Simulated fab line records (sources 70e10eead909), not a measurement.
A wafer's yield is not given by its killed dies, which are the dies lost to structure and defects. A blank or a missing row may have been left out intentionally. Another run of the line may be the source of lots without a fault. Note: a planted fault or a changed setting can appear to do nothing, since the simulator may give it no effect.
Shared-tool check | flow nand_harc | Sampled: 3 lots, 9 wafers

REASON IT WAS OPENED
Flagged at NHARC_END_SORT_01: reading killed_at_array, on 3 of 3 lots. No-fault wafers: 26, standard deviation 10.
Rule: a lot is flagged when every wafer of it that has a number lies more than 4 standard deviations from that mean, or none has a number. The other lots count as sound.

lot  | measured     | on        | killed_at_array, wafer by wafer | flag
L981 | day 22 11:29 | prober-02 | 231 243 230                     | FLAGGED
L983 | day 23 01:52 | prober-01 | 253 241 246                     | FLAGGED
L984 | day 23 13:21 | prober-02 | 253 255 260                     | FLAGGED
On average the flagged lots' numbers are 246, which is +220 against the usual, or +22 standard deviations.

TOOL THAT RAN EACH LOT
The record holds 3 process steps before the reading, out of a route of 1159 steps. Every cell lists first the tool, next ch and the chambers used by the sampled wafers, and last the start.
lot  | flag    | NHARC_A_CONTACT_ETCH_136             | NHARC_A_BLC_PVD_32           | NHARC_A_BLC_ALD_23
L981 | FLAGGED | har_cap_etch-03 ch 0,1, day 20 02:22 | pvd_sputter-02, day 20 08:12 | ald_metal-04 ch 0,1,2, day 20 08:19
L983 | FLAGGED | har_cap_etch-03 ch 0, day 20 16:32   | pvd_sputter-02, day 20 22:56 | ald_metal-02 ch 0,2, day 20 23:04
L984 | FLAGGED | har_cap_etch-02 ch 0,1, day 20 23:20 | pvd_sputter-02, day 21 05:11 | ald_metal-04 ch 0,1, day 21 05:19
These steps, and what they do:
- NHARC_A_CONTACT_ETCH_136: etches the open film in C4F8/O2/Ar, time 132 s, target depth 1287 nm.
- NHARC_A_BLC_PVD_32: deposits Ti, target thk 5 nm, time 17.7 s.
- NHARC_A_BLC_ALD_23: deposits TiN, target thk 3 nm, pulse time 1 s, ald cycles 150.
- NHARC_END_SORT_01

FLAGGED AGAINST TOTAL, ONE TOOL AT A TIME (gauges that did the reading follow at the end)
step                     | tool            | lots run | flagged | share of the flagged lots | sound lots run after its first flagged lot
NHARC_A_CONTACT_ETCH_136 | har_cap_etch-02 | 1        | 1       | some                      | 0
NHARC_A_CONTACT_ETCH_136 | har_cap_etch-03 | 2        | 2       | some                      | 0
NHARC_A_BLC_PVD_32       | pvd_sputter-02  | 3        | 3       | all                       | 0
NHARC_A_BLC_ALD_23       | ald_metal-02    | 1        | 1       | some                      | 0
NHARC_A_BLC_ALD_23       | ald_metal-04    | 2        | 2       | some                      | 0
NHARC_END_SORT_01        | prober-01       | 1        | 1       | some                      | 0
NHARC_END_SORT_01        | prober-02       | 2        | 2       | some                      | 0

WHAT THE TABLE PERMITS
All flagged lots share 1 row of the table, namely pvd_sputter-02 at NHARC_A_BLC_PVD_32.
- pvd_sputter-02 at NHARC_A_BLC_PVD_32: 3 of its 3 lots flagged. No sound lot ran on it before its first flagged lot in this sample; the start therefore can't be narrowed down.
One tool is left: pvd_sputter-02 at NHARC_A_BLC_PVD_32.

WHAT WAS PUT IN BY THE SIMULATOR
Beginning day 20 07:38, the whole step at NHARC_A_BLC_PVD_32 was skipped on pvd_sputter-02. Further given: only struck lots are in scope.
Struck lots among those shown: L981, L983, L984. The rule given above showed the same thing.
